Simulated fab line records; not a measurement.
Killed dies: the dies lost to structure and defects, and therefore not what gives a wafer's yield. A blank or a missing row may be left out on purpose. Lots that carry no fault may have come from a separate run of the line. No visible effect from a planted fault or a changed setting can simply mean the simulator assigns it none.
Matching of chambers | flow n5_finfet | N5_SD_EPI_N_DESCUM_14 on rie_diel-05: 4 sister chambers
The step chemistry O2, time 7.9 s. 18 wafers are shown with their chamber, then 9 later ones without.

WAFERS, EACH WITH ITS CHAMBER
wafer  | chamber | drypump_motor_current_A (A) | showerhead_plenum_p_Torr (Torr) | throttle_valve_pct (%)
L076.1 | 2       | 5.6                         | 2.12                            | 20.2
L076.3 | 0       | 5.2                         | 2.04                            | 20.1
L076.5 | 1       | 4.9                         | 2.07                            | 20.1
L077.1 | 1       | 4.8                         | 2.07                            | 20.1
L077.2 | 3       | 5.4                         | 2.09                            | 20.4
L077.3 | 2       | 5.6                         | 2.12                            | 20.3
L081.3 | 1       | 4.8                         | 2.07                            | 20.1
L081.4 | 0       | 5.2                         | 2.04                            | 20.1
L081.5 | 3       | 5.4                         | 2.08                            | 20.4
L090.2 | 3       | 5.4                         | 2.08                            | 20.5
L090.4 | 1       | 4.9                         | 2.06                            | 19.8
L090.5 | 1       | 4.9                         | 2.06                            | 19.8
L091.2 | 2       | 5.6                         | 2.11                            | 20.3
L091.5 | 2       | 5.6                         | 2.11                            | 20.3
L091.6 | 3       | 5.4                         | 2.08                            | 20.5
L092.4 | 3       | 5.4                         | 2.08                            | 20.4
L092.5 | 0       | 5.2                         | 2.03                            | 20.1
L092.6 | 1       | 4.8                         | 2.06                            | 19.8

SIGNATURES (averages over the wafers above)
reading                  | chamber 0 | chamber 1 | chamber 2 | chamber 3 | scatter within a chamber
drypump_motor_current_A  | 5.200     | 4.850     | 5.600     | 5.400     | 0.0327
showerhead_plenum_p_Torr | 2.0367    | 2.0650    | 2.1150    | 2.0820    | 0.00532
throttle_valve_pct       | 20.100    | 19.950    | 20.275    | 20.440    | 0.105
Rule: for each reading, subtract the chamber's mean from the wafer's reading, divide by that reading's scatter and square the result; add these up over the readings and take the root, which gives the wafer's distance from the chamber. If the next closest chamber is less than 2 further off than the closest, the wafer can't be placed; otherwise it belongs to the closest. How the scatter is found: for the shown wafers, subtract from each reading the mean of its chamber, square and add these, divide the total by (wafers less chambers), then take the root.

WAFERS MISSING THEIR CHAMBER
wafer  | drypump_motor_current_A (A) | showerhead_plenum_p_Torr (Torr) | throttle_valve_pct (%)
L094.1 | 5.4                         | 2.07                            | 20.5
L094.4 | 5.3                         | 2.03                            | 20.1
L094.5 | 5.3                         | 2.03                            | 20.1
L095.1 | 5.6                         | 2.11                            | 20.3
L095.3 | 5.3                         | 2.02                            | 20.1
L095.4 | 5.4                         | 2.07                            | 20.5
L096.3 | 4.8                         | 2.06                            | 19.8
L096.4 | 5.6                         | 2.11                            | 20.3
L096.6 | 4.8                         | 2.06                            | 19.8

THE CHAMBER EACH PASSED THROUGH
wafer  | from the rows above | in truth
L094.1 | 3                   | 3
L094.4 | 0                   | 0
L094.5 | 0                   | 0
L095.1 | 2                   | 2
L095.3 | 0                   | 0
L095.4 | 3                   | 3
L096.3 | 1                   | 1
L096.4 | 2                   | 2
L096.6 | 1                   | 1
9 of 9 placed correctly. From these rows, 0 cannot be placed. Wrongly placed: 0.
